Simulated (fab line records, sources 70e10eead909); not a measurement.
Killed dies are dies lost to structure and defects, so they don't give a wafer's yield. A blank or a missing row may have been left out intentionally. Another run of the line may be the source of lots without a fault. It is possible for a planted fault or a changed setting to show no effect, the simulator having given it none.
fab line records	flow nandHarc
record lots=12	wafers=36	lastDay=33
route steps=1302 shown P_CONTACT@249 P_M0@261 END@1302
lots untouched by any fault: they come from a run of this same line in which no faults occurred
startH: hours from the record's first day to the start of the lot's first wafer shown	waitH: time in hours since the lot's previous step	" repeats the value in the row above	L1.1+2: several wafers, shown together as one row	- either no value or no given start	* or withheld: withheld	< > ~ a bound
route shown NAME@n: names a module that has steps shown in the file, with the first one's number in the route	usual: the fault-free wafers' mean and standard deviation	same: alike in all rows	chamber/n: place in a boat	sites: each site's reading	_std_site: the standard deviation of these	_edge_site: outer sites' mean less inner sites'	radiusMm: how far each site lies from the wafer's centre	mask NAME#n: copy n	behind: the tool/chamber that last shaped the wafer	hold: cause of the lot's hold/its duration in hours/its outcome	device: whichever transistor did not switch (one of n, p or np)	end of line: the same wafers' tests at the end of the route	a step without rows: its recipe alone	killed: the dies lost at the first sort to structure and to defects; this is not the yield of the wafer	map: dies across one wafer; x = killed, . = not, _ = none there
set.NAME: the run value of the setting; set.NAME@STEP: its run value at that earlier step	model.NAME: the simulator's own value behind a step, which no gauge read
steps of the route over a sample of lots; a table a step, a row a wafer
services: the hour from which a tool's chamber was out of use, counted from the record's first day as startH (under 0 if before that day), plus the number of hours and why
## steps
# step NHARC_P_CONTACT_CMP_24
# recipe tOverpolishS=30	targetThkNm=200
# usual motorCurrentA=12.5/0.55	overpolishRunS=30.001/0.0093	timeToEndpointS=41.0/2
lot.wafer	tool	chamber	startH	waitH	motorCurrentA	overpolishRunS	timeToEndpointS
L104.3	cmp-01	3	127.84	0.4	11.9	29.994	44.3
L104.2	"	1	"	"	12.7	30.002	40.0
L104.6	"	3	"	"	11.9	30.013	41.9
L107.4	cmp-01	2	154.51	0.4	13.5	29.990	39.4
L107.3	"	3	"	"	11.7	30.013	41.2
L107.6	"	1	"	"	11.6	30.002	38.2
L108.3	cmp-04	2	168.11	0.4	11.4	29.997	38.7
L108.4	"	3	"	"	13.0	30.004	39.8
L108.1	"	0	"	"	12.5	30.013	38.0
L109.1	cmp-03	1	182.81	0.5	12.0	29.986	42.9
L109.3	"	2	"	"	12.1	29.994	41.6
L109.5	"	2	"	"	12.3	29.984	43.1
L111.4	cmp-01	0	210.65	0.3	12.3	29.994	44.2
L111.3	"	1	"	"	12.1	29.992	42.1
L111.6	"	3	"	"	12.5	29.998	44.9
L117.3	cmp-04	0	263.96	0.3	12.9	30.006	39.3
L117.2	"	3	"	"	13.8	30.003	44.1
L117.5	"	1	"	"	13.1	29.984	42.9
L121.4	cmp-01	3	295.91	0.3	11.9	30.007	40.8
L121.2	"	0	"	"	12.6	30.001	41.4
L121.5	"	3	"	"	12.2	29.994	41.0
L122.1	cmp-03	2	307.48	0.5	12.3	29.995	40.5
L122.2	"	1	"	"	12.5	30.001	41.8
L122.5	"	2	"	"	12.1	30.005	41.3
L123.1	cmp-01	3	323.54	0.6	11.7	30.008	42.3
L123.3	"	0	"	"	13.0	30.006	38.9
L123.5	"	1	"	"	12.7	30.003	39.2
L124.4	cmp-01	1	327.02	0.4	12.2	29.990	41.8
L124.6	"	3	"	"	11.9	29.995	41.6
L124.5	"	0	"	"	12.8	30.005	40.3
L125.1	cmp-01	2	339.66	0.5	13.5	29.993	37.1
L125.4	"	3	"	"	12.1	30.016	39.0
L125.2	"	0	"	"	13.0	30.002	37.1
L126.3	cmp-01	2	349.64	0.4	13.2	30.009	43.3
L126.1	"	0	"	"	12.7	30.002	43.9
L126.5	"	1	"	"	12.1	29.983	43.1
# step NHARC_P_CONTACT_INSPECT_27
# usual rawDefectCount=290/120
lot.wafer	tool	chamber	startH	waitH	rawDefectCount
L104.2	defectInspect-02	-	128.22	0.1	424
L104.3	"	-	"	"	330
L104.6	"	-	"	"	222
L107.3	defectInspect-02	-	154.87	0.1	333
L107.4	"	-	"	"	658
L107.6	"	-	"	"	250
L108.1	defectInspect-02	-	168.52	0.1	430
L108.3	"	-	"	"	219
L108.4	"	-	"	"	249
L109.1	defectInspect-01	-	183.21	0.1	370
L109.3	"	-	"	"	264
L109.5	"	-	"	"	484
L111.3	defectInspect-02	-	211.01	0.1	212
L111.4	"	-	"	"	499
L111.6	"	-	"	"	567
L117.2	defectInspect-01	-	264.37	0.1	397
L117.3	"	-	"	"	409
L117.5	"	-	"	"	541
L121.2	defectInspect-01	-	296.31	0.1	289
L121.4	"	-	"	"	197
L121.5	"	-	"	"	396
L122.1	defectInspect-02	-	307.88	0.1	318
L122.2	"	-	"	"	358
L122.5	"	-	"	"	309
L123.1	defectInspect-01	-	323.89	0.1	319
L123.3	"	-	"	"	205
L123.5	"	-	"	"	195
L124.4	defectInspect-01	-	327.40	0.1	208
L124.5	"	-	"	"	148
L124.6	"	-	"	"	267
L125.1	defectInspect-01	-	340.03	0.1	226
L125.2	"	-	"	"	280
L125.4	"	-	"	"	517
L126.1	defectInspect-01	-	350.01	0.1	250
L126.3	"	-	"	"	292
L126.5	"	-	"	"	420
# step NHARC_P_M0_PEB_07
# recipe pebTempC=100	pebTimeS=65
# usual heaterPowerTotalW=156.6/0.42	plateTempC=99.98/0.13	resistLineTempC=23.01/0.094
# same pebTimeS=65
lot.wafer	tool	chamber	startH	waitH	heaterPowerTotalW	plateTempC	resistLineTempC
L104.2	lithoTrack-06	0	129.04	0.1	157.0	99.86	23.02
L104.3	"	0	"	"	156.1	99.80	23.00
L104.6	"	0	"	"	155.9	99.79	22.97
L107.3	lithoTrack-06	0	155.69	0.0	156.6	99.96	23.12
L107.4	"	0	"	"	156.0	100.14	22.94
L107.6	"	0	"	"	156.8	100.04	23.06
L108.1	lithoTrack-01	0	169.34	0.1	156.0	100.08	22.95
L108.3	"	0	"	"	157.0	100.04	22.97
L108.4	"	0	"	"	157.1	100.18	22.81
L109.1	lithoTrack-01	0	184.03	0.1	156.3	99.90	23.03
L109.3	"	0	"	"	156.2	99.92	23.19
L109.5	"	0	"	"	157.2	99.89	23.09
L111.3	lithoTrack-01	0	211.83	0.0	156.3	99.83	23.00
L111.4	"	0	"	"	157.0	100.01	22.92
L111.6	"	0	"	"	156.1	100.22	23.07
L117.2	lithoTrack-06	0	265.06	0.1	156.9	100.21	22.99
L117.3	"	0	"	"	156.5	100.01	23.03
L117.5	"	0	"	"	156.9	99.90	23.15
L121.2	lithoTrack-06	0	297.14	0.1	161.3	102.50	22.94
L121.4	"	0	"	"	161.1	102.61	23.05
L121.5	"	0	"	"	161.5	102.31	23.01
L122.1	lithoTrack-06	0	308.58	0.1	162.3	102.43	23.15
L122.2	"	0	"	"	161.3	102.47	23.15
L122.5	"	0	"	"	162.2	102.18	23.09
L123.1	lithoTrack-04	0	324.59	0.1	156.8	99.84	22.93
L123.3	"	0	"	"	156.2	99.97	23.01
L123.5	"	0	"	"	157.1	100.02	22.89
L124.4	lithoTrack-04	0	328.10	0.0	157.0	99.98	22.98
L124.5	"	0	"	"	157.1	99.99	23.05
L124.6	"	0	"	"	156.9	99.84	22.97
L125.1	lithoTrack-04	0	340.85	0.1	156.5	99.97	23.18
L125.2	"	0	"	"	156.3	99.87	23.06
L125.4	"	0	"	"	155.9	99.80	23.01
L126.1	lithoTrack-04	0	350.83	0.1	157.1	99.86	22.92
L126.3	"	0	"	"	156.6	99.91	23.06
L126.5	"	0	"	"	156.0	100.16	22.94
# step NHARC_P_M0_CD_MEAS_09
# recipe targetCdNm=90	landingEnergyEv=500
# usual cdNm=89.8/0.44
lot.wafer	tool	chamber	startH	waitH	cdNm
L104.2	cdSem-02	0	129.12	-	89.6
L104.3	"	0	"	"	88.8
L104.6	"	0	"	"	90.2
L107.3	cdSem-03	0	155.78	-	89.2
L107.4	"	0	"	"	89.2
L107.6	"	0	"	"	89.4
L108.1	cdSem-02	0	169.42	-	89.7
L108.3	"	0	"	"	90.5
L108.4	"	0	"	"	89.5
L109.1	cdSem-01	0	184.11	-	89.7
L109.3	"	0	"	"	89.6
L109.5	"	0	"	"	90.0
L111.3	cdSem-02	0	211.91	-	90.0
L111.4	"	0	"	"	89.7
L111.6	"	0	"	"	89.7
L117.2	cdSem-02	0	265.14	-	89.6
L117.3	"	0	"	"	89.6
L117.5	"	0	"	"	89.7
L121.2	cdSem-02	0	297.22	-	98.8
L121.4	"	0	"	"	99.0
L121.5	"	0	"	"	97.6
L122.1	cdSem-02	0	308.66	-	96.7
L122.2	"	0	"	"	96.1
L122.5	"	0	"	"	96.0
L123.1	cdSem-01	0	324.66	-	90.0
L123.3	"	0	"	"	90.2
L123.5	"	0	"	"	90.0
L124.4	cdSem-01	0	328.18	-	89.3
L124.5	"	0	"	"	89.3
L124.6	"	0	"	"	89.8
L125.1	cdSem-01	0	340.93	-	90.1
L125.2	"	0	"	"	90.2
L125.4	"	0	"	"	89.8
L126.1	cdSem-02	0	350.90	-	89.9
L126.3	"	0	"	"	89.9
L126.5	"	0	"	"	89.5
# step NHARC_P_M0_ETCH_34
# recipe targetDepthA=400	overetchA=120	timeS=43.94	ionEnergyEv=200	n2FlowSccm=150	h2FlowSccm=150	arFlowSccm=0	rfW=400	biasW=150	chemistry=N2/H2
# usual drypumpMotorCurrentA=5.9/0.49	oesProductAu=1.001/0.0066	rfVppV=431.3/2.4	showerheadPlenumPTorr=2.07/0.087	throttleValvePct=14.168/0.0094
lot.wafer	tool	chamber	startH	waitH	drypumpMotorCurrentA	oesProductAu	rfHoursCounterH	rfVppV	showerheadPlenumPTorr	throttleValvePct
L104.3	rieDiel-03	0	129.39	0.1	5.7	1.007	7	429.0	2.02	14.161
L104.2	"	1	"	"	5.6	1.006	8	433.8	2.15	14.172
L104.6	"	2	"	"	6.4	1.009	-	428.8	1.98	14.177
L107.4	rieDiel-11	3	156.06	0.1	6.6	1.011	10	427.3	1.93	14.163
L107.3	"	0	"	"	5.2	1.001	11	434.9	2.14	14.172
L107.6	"	2	"	"	5.4	1.007	-	431.5	2.09	14.172
L108.4	rieDiel-08	2	169.69	0.1	6.2	1.013	54	432.2	2.10	14.161
L108.1	"	3	"	"	6.0	1.003	55	434.6	2.20	14.168
L108.3	"	1	"	"	5.7	1.000	50	429.2	2.01	14.166
L109.1	rieDiel-11	1	184.38	0.1	5.5	1.001	14	430.9	2.08	14.141
L109.3	"	3	"	"	6.6	0.999	13	427.0	1.93	14.177
L109.5	"	1	"	"	5.5	0.994	-	430.2	2.08	14.169
L111.4	rieDiel-11	1	212.18	0.1	5.5	1.005	18	430.6	2.08	14.171
L111.3	"	3	"	"	6.5	1.007	17	427.2	1.93	14.173
L111.6	"	1	"	"	5.5	1.001	-	432.6	2.08	14.155
L117.3	rieDiel-11	2	265.59	0.3	5.4	1.006	0	432.7	2.09	14.170
L117.2	"	3	"	"	6.6	1.013	0	426.5	1.93	14.191
L117.5	"	2	"	"	5.5	1.001	-	432.0	2.09	14.156
L121.2	rieDiel-03	3	297.50	0.1	6.2	1.002	2	436.0	2.20	14.172
L121.4	"	3	"	"	6.2	0.997	-	433.6	2.20	14.173
L121.5	"	1	"	"	5.6	0.991	-	434.3	2.13	14.185
L122.1	rieDiel-03	2	308.95	0.1	6.4	1.012	6	430.2	1.97	14.174
L122.2	"	1	"	"	5.6	0.994	6	432.2	2.13	14.162
L122.5	"	3	"	"	6.2	1.006	-	433.5	2.19	14.167
L123.1	rieDiel-03	0	324.95	0.1	5.7	0.999	1	428.6	2.00	14.190
L123.3	"	3	"	"	6.2	1.003	9	434.4	2.19	14.176
L123.5	"	0	"	"	5.7	0.995	-	427.8	2.00	14.167
L124.4	rieDiel-11	1	328.45	0.1	5.4	0.993	10	432.1	2.07	14.169
L124.6	"	0	"	"	5.2	0.993	-	433.1	2.14	14.168
L124.5	"	1	"	"	5.5	0.999	-	430.0	2.07	14.178
L125.2	rieDiel-11	2	341.20	0.1	5.4	1.004	12	432.0	2.09	14.182
L125.4	"	3	"	"	6.5	0.999	11	427.1	1.93	14.159
L125.1	"	1	"	"	5.5	0.984	12	431.4	2.07	14.182
L126.1	rieDiel-11	3	351.20	0.1	6.6	0.999	13	426.8	1.93	14.164
L126.3	"	1	"	"	5.5	0.993	13	431.5	2.07	14.160
L126.5	"	3	"	"	6.6	1.007	-	427.5	1.93	14.161
# step NHARC_END_SORT_01
# recipe tempC=25
# usual defectLimitedYield=90.6/2.7	killedAtArray=59/19	killedAtOther=0.6/0.85	killedAtPeriphery=3.8/2.5	killedDies=64/19	killedOpen=3.3/1.8	killedShort=2.2/1.6
# same grossDies=677
lot.wafer	tool	chamber	startH	waitH	defectLimitedYield[%]	killedAtArray	killedAtOther	killedAtPeriphery	killedDies	killedOpen	killedShort
L104.2	prober-01	0	565.84	2.8	89.7	64	1	5	70	4	0
L104.3	prober-01	0	566.64	3.1	89.1	67	1	6	74	4	0
L104.6	prober-01	0	569.03	4.0	91.7	49	0	7	56	6	2
L109.1	prober-02	0	605.90	2.5	90.8	59	0	3	62	6	4
L109.3	prober-02	0	607.50	3.1	90.3	64	0	2	66	6	1
L109.5	prober-02	0	609.09	3.7	92.6	48	0	2	50	5	1
L107.3	prober-01	0	607.50	3.1	86.9	89	0	0	89	1	5
L107.4	prober-01	0	608.29	3.4	87.9	78	0	4	82	3	4
L107.6	prober-01	0	609.87	4.0	89.8	68	0	1	69	0	2
L108.1	prober-01	0	617.01	2.5	88.3	72	0	7	79	3	3
L108.3	prober-01	0	618.60	3.1	88.8	74	0	2	76	2	2
L108.4	prober-01	0	619.40	3.4	88.8	67	0	9	76	8	2
L111.3	prober-01	0	654.06	3.1	86.9	89	0	0	89	6	3
L111.4	prober-01	0	654.86	3.4	87.9	78	1	3	82	3	3
L111.6	prober-01	0	656.45	4.0	88.9	67	1	7	75	5	3
L117.2	prober-02	0	707.96	2.8	93.6	41	0	2	43	3	2
L117.3	prober-02	0	708.76	3.1	93.8	39	0	3	42	2	1
L117.5	prober-02	0	710.38	3.7	95.0	32	0	2	34	1	2
L121.2	prober-01	0	762.55	2.8	90.4	56	0	9	65	4	3
L121.4	prober-01	0	764.15	3.4	88.8	73	0	3	76	2	4
L121.5	prober-01	0	764.94	3.7	88.2	73	1	6	80	4	3
L122.1	prober-02	0	764.97	2.5	95.9	25	0	3	28	4	0
L122.2	prober-02	0	765.77	2.8	96.0	24	1	2	27	4	1
L122.5	prober-02	0	768.17	3.7	94.5	31	0	6	37	7	3
L125.1	prober-02	0	772.77	2.5	93.4	40	1	4	45	3	3
L125.2	prober-02	0	773.56	2.8	91.9	51	2	2	55	3	2
L125.4	prober-02	0	775.14	3.4	92.0	52	0	2	54	5	2
L124.4	prober-01	0	774.56	3.4	91.6	51	2	4	57	4	1
L124.5	prober-01	0	775.37	3.7	89.8	63	0	6	69	2	3
L124.6	prober-01	0	776.18	4.0	90.5	60	2	2	64	2	3
L126.1	prober-02	0	780.70	2.5	88.9	62	0	13	75	6	1
L126.3	prober-02	0	782.30	3.1	90.1	55	0	12	67	1	7
L126.5	prober-02	0	783.90	3.7	88.2	73	1	6	80	6	1
L123.1	prober-01	0	780.71	2.5	92.5	46	1	4	51	1	1
L123.3	prober-01	0	782.31	3.1	90.8	60	0	2	62	3	2
L123.5	prober-01	0	783.92	3.7	92.6	47	0	3	50	4	3
# killed by level:class
L104.2 A_CHANNEL_HOLE_D1:chamberFilmFlake=25 A_CHANNEL_HOLE_D2:chamberFilmFlake=21 A_CONTACT:chamberFilmFlake=8 P_STI:chamberFilmFlake=3 A_STAIRCASE:chamberFilmFlake=3 A_SGD_CUT:chamberFilmFlake=3 A_DECK1_JOINT:chamberFilmFlake=2 P_STI:geometricParticle:open=1
L104.3 A_CHANNEL_HOLE_D2:chamberFilmFlake=32 A_CHANNEL_HOLE_D1:chamberFilmFlake=23 A_STAIRCASE:chamberFilmFlake=3 P_GATE:geometricParticle:open=2 P_GATE:chamberFilmFlake=2 A_WL_FILL:chamberFilmFlake=2 A_CONTACT:chamberFilmFlake=2 A_ONON_D2:geometricParticle:open=1
L104.6 A_CHANNEL_HOLE_D1:chamberFilmFlake=14 A_CHANNEL_HOLE_D2:chamberFilmFlake=14 A_CONTACT:chamberFilmFlake=10 P_GATE:chamberFilmFlake=3 A_CHANNEL_FILL_D2:chamberFilmFlake=3 P_GATE:geometricParticle:open=1 P_CONTACT:geometricParticle:open=1 P_BONDPAD:geometricParticle:open=1
L109.1 A_CHANNEL_HOLE_D1:chamberFilmFlake=35 A_CHANNEL_HOLE_D2:chamberFilmFlake=10 A_CONTACT:chamberFilmFlake=4 A_M0:geometricParticle:open=2 P_CONTACT:geometricParticle:open=1 A_ONON_D1:geometricParticle:open=1 A_CHANNEL_HOLE_D1:geometricParticle:short=1 A_CHANNEL_FILL_D2:geometricParticle:short=1
L107.3 A_CHANNEL_HOLE_D1:chamberFilmFlake=34 A_SLIT:chamberFilmFlake=24 A_CHANNEL_HOLE_D2:chamberFilmFlake=15 A_STAIRCASE:chamberFilmFlake=5 A_CONTACT:chamberFilmFlake=4 A_ONON_D1:geometricParticle:short=1 A_CHANNEL_FILL_D1:geometricParticle:short=1 A_DECK1_JOINT:geometricParticle:short=1
L109.3 A_CHANNEL_HOLE_D1:chamberFilmFlake=34 A_CHANNEL_HOLE_D2:chamberFilmFlake=12 A_CONTACT:chamberFilmFlake=4 A_M0:chamberFilmFlake=4 A_SLIT:chamberFilmFlake=2 A_ONON_D1:geometricParticle:short=1 A_CHANNEL_HOLE_D1:geometricParticle:open=1 A_DECK1_JOINT:geometricParticle:open=1
L107.4 A_SLIT:chamberFilmFlake=28 A_CHANNEL_HOLE_D1:chamberFilmFlake=20 A_CHANNEL_HOLE_D2:chamberFilmFlake=9 A_CONTACT:chamberFilmFlake=6 A_STAIRCASE:chamberFilmFlake=5 A_WL_FILL:chamberFilmFlake=3 A_DECK1_JOINT:geometricParticle:open=2 P_STI:chamberFilmFlake=2
L109.5 A_CHANNEL_HOLE_D1:chamberFilmFlake=26 A_CHANNEL_HOLE_D2:chamberFilmFlake=12 A_M0:geometricParticle:open=2 A_SLIT:chamberFilmFlake=2 A_CHANNEL_FILL_D1:geometricParticle:open=1 A_SGD_CUT:geometricParticle:open=1 A_WL_FILL:geometricParticle:short=1 A_WL_FILL:geometricParticle:open=1
L107.6 A_SLIT:chamberFilmFlake=21 A_CHANNEL_HOLE_D1:chamberFilmFlake=19 A_CHANNEL_HOLE_D2:chamberFilmFlake=15 A_STAIRCASE:chamberFilmFlake=6 A_CONTACT:chamberFilmFlake=6 P_M0:geometricParticle:short=1 A_DECK1_JOINT:geometricParticle:short=1
L108.1 A_CHANNEL_HOLE_D2:chamberFilmFlake=32 A_SLIT:chamberFilmFlake=28 P_GATE:chamberFilmFlake=6 A_CONTACT:chamberFilmFlake=4 A_WL_FILL:geometricParticle:short=2 A_CHANNEL_HOLE_D1:chamberFilmFlake=2 P_M0:geometricParticle:open=1 A_CHANNEL_HOLE_D2:geometricParticle:open=1
L108.3 A_CHANNEL_HOLE_D2:chamberFilmFlake=36 A_SLIT:chamberFilmFlake=23 A_CONTACT:chamberFilmFlake=8 P_CONTACT:geometricParticle:open=1 A_SOURCE_PLATE:geometricParticle:open=1 A_CHANNEL_FILL_D1:geometricParticle:short=1 A_STAIRCASE:geometricParticle:short=1 P_GATE:chamberFilmFlake=1
L108.4 A_SLIT:chamberFilmFlake=28 A_CHANNEL_HOLE_D2:chamberFilmFlake=21 A_CONTACT:chamberFilmFlake=7 P_GATE:chamberFilmFlake=4 A_CHANNEL_HOLE_D1:chamberFilmFlake=3 P_M0:geometricParticle:open=2 A_CHANNEL_FILL_D2:geometricParticle:open=2 P_GATE:geometricParticle:open=1
L111.3 A_CHANNEL_HOLE_D1:chamberFilmFlake=34 A_SLIT:chamberFilmFlake=23 A_CHANNEL_HOLE_D2:chamberFilmFlake=14 A_BONDPAD:chamberFilmFlake=3 A_CHANNEL_FILL_D2:geometricParticle:short=2 A_CHANNEL_FILL_D2:geometricParticle:open=2 A_STAIRCASE:chamberFilmFlake=2 A_CONTACT:chamberFilmFlake=2
L111.4 A_SLIT:chamberFilmFlake=25 A_CHANNEL_HOLE_D1:chamberFilmFlake=21 A_CHANNEL_HOLE_D2:chamberFilmFlake=15 A_CONTACT:chamberFilmFlake=4 A_BONDPAD:chamberFilmFlake=4 A_CHANNEL_FILL_D2:chamberFilmFlake=2 P_M0:geometricParticle:open=1 A_ONON_D1:geometricParticle:short=1
L111.6 A_SLIT:chamberFilmFlake=25 A_CHANNEL_HOLE_D1:chamberFilmFlake=22 A_CHANNEL_HOLE_D2:chamberFilmFlake=10 A_BONDPAD:chamberFilmFlake=5 P_GATE:chamberFilmFlake=3 P_STI:geometricParticle:short=1 P_CONTACT:geometricParticle:open=1 P_CONTACT:geometricParticle:short=1
L117.2 A_CHANNEL_HOLE_D2:chamberFilmFlake=13 A_CHANNEL_HOLE_D1:chamberFilmFlake=10 A_CONTACT:chamberFilmFlake=6 A_SLIT:chamberFilmFlake=2 A_WL_FILL:chamberFilmFlake=2 A_ONON_D1:geometricParticle:short=1 A_CHANNEL_FILL_D1:geometricParticle:open=1 A_ONON_D2:geometricParticle:open=1
L117.3 A_CHANNEL_HOLE_D2:chamberFilmFlake=18 A_CHANNEL_HOLE_D1:chamberFilmFlake=9 A_CONTACT:chamberFilmFlake=4 P_M0:chamberFilmFlake=2 A_SLIT:chamberFilmFlake=2 A_ONON_D1:geometricParticle:short=1 A_ONON_D1:geometricParticle:open=1 A_CONTACT:geometricParticle:open=1
L117.5 A_CHANNEL_HOLE_D2:chamberFilmFlake=14 A_CHANNEL_HOLE_D1:chamberFilmFlake=5 A_SLIT:chamberFilmFlake=4 A_CHANNEL_FILL_D1:geometricParticle:short=1 A_ONON_D2:geometricParticle:short=1 A_CHANNEL_FILL_D2:geometricParticle:open=1 P_ZERO_WELL:chamberFilmFlake=1 P_M0:chamberFilmFlake=1
L121.2 A_SLIT:chamberFilmFlake=27 A_CHANNEL_HOLE_D1:chamberFilmFlake=18 A_ZERO_WELL:chamberFilmFlake=3 P_STI:chamberFilmFlake=2 P_GATE:chamberFilmFlake=2 A_STAIRCASE:chamberFilmFlake=2 P_CONTACT:geometricParticle:short=1 P_CONTACT:geometricParticle:open=1
L121.4 A_SLIT:chamberFilmFlake=33 A_CHANNEL_HOLE_D1:chamberFilmFlake=24 P_GATE:chamberFilmFlake=3 A_WL_FILL:chamberFilmFlake=3 A_CONTACT:chamberFilmFlake=3 A_ONON_D2:geometricParticle:short=2 A_DECK1_JOINT:chamberFilmFlake=2 A_STAIRCASE:chamberFilmFlake=2
L121.5 A_SLIT:chamberFilmFlake=36 A_CHANNEL_HOLE_D1:chamberFilmFlake=22 A_CONTACT:chamberFilmFlake=7 P_GATE:chamberFilmFlake=4 P_M1:geometricParticle:open=1 A_ONON_D1:geometricParticle:open=1 A_CHANNEL_FILL_D1:geometricParticle:short=1 A_WL_FILL:geometricParticle:short=1
L122.1 A_CHANNEL_HOLE_D1:chamberFilmFlake=11 A_SLIT:chamberFilmFlake=6 P_GATE:chamberFilmFlake=2 P_GATE:geometricParticle:open=1 A_CHANNEL_FILL_D1:geometricParticle:open=1 A_CHANNEL_FILL_D2:geometricParticle:open=1 A_M0:geometricParticle:open=1 A_ZERO_WELL:chamberFilmFlake=1
L122.2 A_CHANNEL_HOLE_D1:chamberFilmFlake=13 A_SLIT:chamberFilmFlake=3 A_STAIRCASE:chamberFilmFlake=2 A_DECK1_JOINT:geometricParticle:open=1 A_CHANNEL_FILL_D2:geometricParticle:short=1 A_WL_FILL:geometricParticle:open=1 A_BLC:geometricParticle:open=1 A_M1:geometricParticle:open=1
L122.5 A_CHANNEL_HOLE_D1:chamberFilmFlake=9 A_DECK1_JOINT:chamberFilmFlake=5 A_SLIT:chamberFilmFlake=5 P_CONTACT:chamberFilmFlake=2 A_CHANNEL_FILL_D2:chamberFilmFlake=2 A_M1:chamberFilmFlake=2 P_GATE:geometricParticle:open=1 P_CONTACT:geometricParticle:open=1
L125.1 A_SLIT:chamberFilmFlake=22 A_CHANNEL_HOLE_D1:chamberFilmFlake=10 P_STI:chamberFilmFlake=2 P_CONTACT:geometricParticle:open=1 A_ONON_D1:geometricParticle:short=1 A_CHANNEL_HOLE_D1:geometricParticle:open=1 A_CHANNEL_FILL_D2:geometricParticle:short=1 A_WL_FILL:geometricParticle:short=1
L125.2 A_SLIT:chamberFilmFlake=21 A_CHANNEL_HOLE_D1:chamberFilmFlake=17 A_STAIRCASE:chamberFilmFlake=3 A_DECK1_JOINT:chamberFilmFlake=2 A_CHANNEL_HOLE_D2:chamberFilmFlake=2 THIN_TSV:chamberFilmFlake=2 A_CHANNEL_FILL_D1:geometricParticle:short=1 A_CHANNEL_FILL_D2:geometricParticle:open=1
L124.4 A_CHANNEL_HOLE_D2:chamberFilmFlake=18 A_CHANNEL_HOLE_D1:chamberFilmFlake=12 A_CONTACT:chamberFilmFlake=8 A_SLIT:chamberFilmFlake=5 P_STI:chamberFilmFlake=4 A_WL_FILL:chamberFilmFlake=2 A_ONON_D1:geometricParticle:open=1 A_ONON_D2:geometricParticle:open=1
L125.4 A_SLIT:chamberFilmFlake=26 A_CHANNEL_HOLE_D1:chamberFilmFlake=11 A_CHANNEL_FILL_D2:geometricParticle:open=2 A_CHANNEL_HOLE_D2:chamberFilmFlake=2 P_GATE:chamberFilmFlake=2 A_DECK1_JOINT:chamberFilmFlake=2 A_CHANNEL_FILL_D2:chamberFilmFlake=2 A_STAIRCASE:chamberFilmFlake=2
L124.5 A_CHANNEL_HOLE_D2:chamberFilmFlake=18 A_CHANNEL_HOLE_D1:chamberFilmFlake=15 A_CONTACT:chamberFilmFlake=9 A_SLIT:chamberFilmFlake=8 A_STAIRCASE:chamberFilmFlake=5 P_STI:chamberFilmFlake=4 A_DECK1_JOINT:chamberFilmFlake=4 P_GATE:geometricParticle:short=1
L124.6 A_CHANNEL_HOLE_D2:chamberFilmFlake=20 A_CONTACT:chamberFilmFlake=10 A_CHANNEL_HOLE_D1:chamberFilmFlake=10 A_STAIRCASE:chamberFilmFlake=9 A_SLIT:chamberFilmFlake=5 A_DECK1_JOINT:chamberFilmFlake=2 P_M0:geometricParticle:short=1 A_ONON_D2:geometricParticle:short=1
L126.1 A_SLIT:chamberFilmFlake=27 A_CHANNEL_HOLE_D2:chamberFilmFlake=15 A_CHANNEL_HOLE_D1:chamberFilmFlake=11 P_BONDPAD:chamberFilmFlake=6 P_GATE:chamberFilmFlake=3 A_CONTACT:chamberFilmFlake=3 P_CONTACT:geometricParticle:open=1 P_M0:geometricParticle:open=1
L123.1 A_SLIT:chamberFilmFlake=27 A_CHANNEL_HOLE_D1:chamberFilmFlake=7 A_CONTACT:chamberFilmFlake=4 A_STAIRCASE:chamberFilmFlake=3 P_ZERO_WELL:chamberFilmFlake=2 P_BONDPAD:chamberFilmFlake=2 A_DECK1_JOINT:chamberFilmFlake=2 A_ONON_D1:geometricParticle:open=1
L126.3 A_CHANNEL_HOLE_D2:chamberFilmFlake=18 A_SLIT:chamberFilmFlake=12 A_CHANNEL_HOLE_D1:chamberFilmFlake=11 P_BONDPAD:chamberFilmFlake=7 A_STAIRCASE:chamberFilmFlake=5 P_M0:geometricParticle:short=2 P_GATE:chamberFilmFlake=2 A_CONTACT:chamberFilmFlake=2
L123.3 A_SLIT:chamberFilmFlake=31 A_CHANNEL_HOLE_D1:chamberFilmFlake=13 A_STAIRCASE:chamberFilmFlake=6 A_CONTACT:chamberFilmFlake=5 A_CHANNEL_FILL_D2:chamberFilmFlake=2 P_CONTACT:geometricParticle:open=1 P_M0:geometricParticle:open=1 A_ONON_D2:geometricParticle:short=1
L126.5 A_SLIT:chamberFilmFlake=29 A_CHANNEL_HOLE_D2:chamberFilmFlake=18 A_CHANNEL_HOLE_D1:chamberFilmFlake=11 A_CONTACT:chamberFilmFlake=4 A_STAIRCASE:chamberFilmFlake=3 P_M0:geometricParticle:open=2 P_GATE:chamberFilmFlake=2 P_BONDPAD:chamberFilmFlake=2
L123.5 A_SLIT:chamberFilmFlake=18 A_CHANNEL_HOLE_D1:chamberFilmFlake=15 A_CONTACT:chamberFilmFlake=4 A_DECK1_JOINT:chamberFilmFlake=2 P_M0:geometricParticle:short=1 A_CHANNEL_FILL_D1:geometricParticle:open=1 A_CHANNEL_FILL_D2:geometricParticle:open=1 A_SGD_CUT:geometricParticle:short=1
## services
tool	chamber	startH	hours	kind
rieDiel-03	-	104.30	9.0	pm
cmp-01	-	108.24	0.3	repair
cmp-04	-	111.00	4.0	pm
cmp-01	-	112.49	1.5	repair
cmp-04	-	115.92	2.6	repair
rieDiel-11	2	135.82	1.6	repair
lithoTrack-01	-	155.00	7.0	pm
lithoTrack-06	-	179.00	7.0	pm
cmp-01	-	185.50	4.0	pm
rieDiel-03	1	195.82	15.9	repair
rieDiel-03	3	197.77	4.1	repair
lithoTrack-04	-	203.00	7.0	pm
cmp-01	-	216.78	6.4	repair
cmp-01	-	241.88	2.2	repair
rieDiel-03	0	244.83	3.6	repair
cmp-01	-	245.74	2.5	repair
cmp-01	-	248.45	21.3	repair
rieDiel-11	-	255.71	9.0	pm
rieDiel-03	0	279.80	36.7	repair
rieDiel-03	-	282.06	9.0	pm
cmp-01	-	283.50	4.0	pm
rieDiel-11	3	303.54	6.8	repair
rieDiel-03	3	312.32	4.8	repair
lithoTrack-01	-	330.00	7.0	pm
## key
firstSign step=NHARC_P_M0_PEB_07	reading=plateTempC	direction=up	sigmas=19	usual=*	struck=*
effect step=NHARC_P_M0_PEB_07	reading=heaterPowerTotalW	direction=up	sigmas=12	usual=*	struck=*
effect step=NHARC_P_M0_CD_MEAS_09	reading=cdNm	direction=up	sigmas=17	usual=89.8	struck=97.4	through=controlLoop
metAt NHARC_P_M0_PEB_07
struckLots L121,L122
loopTrim step=NHARC_P_M0_EXPOSE_06	setting=dose	lots=L122
notActingAt NHARC_P_CONTACT_CMP_24,NHARC_P_CONTACT_INSPECT_27,NHARC_P_M0_ETCH_34
onsetBetween 265.06 297.14
fault kind=processParameterDrift	tool=lithoTrack-06	chamber=-	onsetH=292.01	steps=NHARC_P_M0_PEB_07	channel=pebTempC	offset=*	shape=step	endH=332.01	actsIn=*	stated=*
# loopTrim: a control loop set the setting to another value than it would have without faults
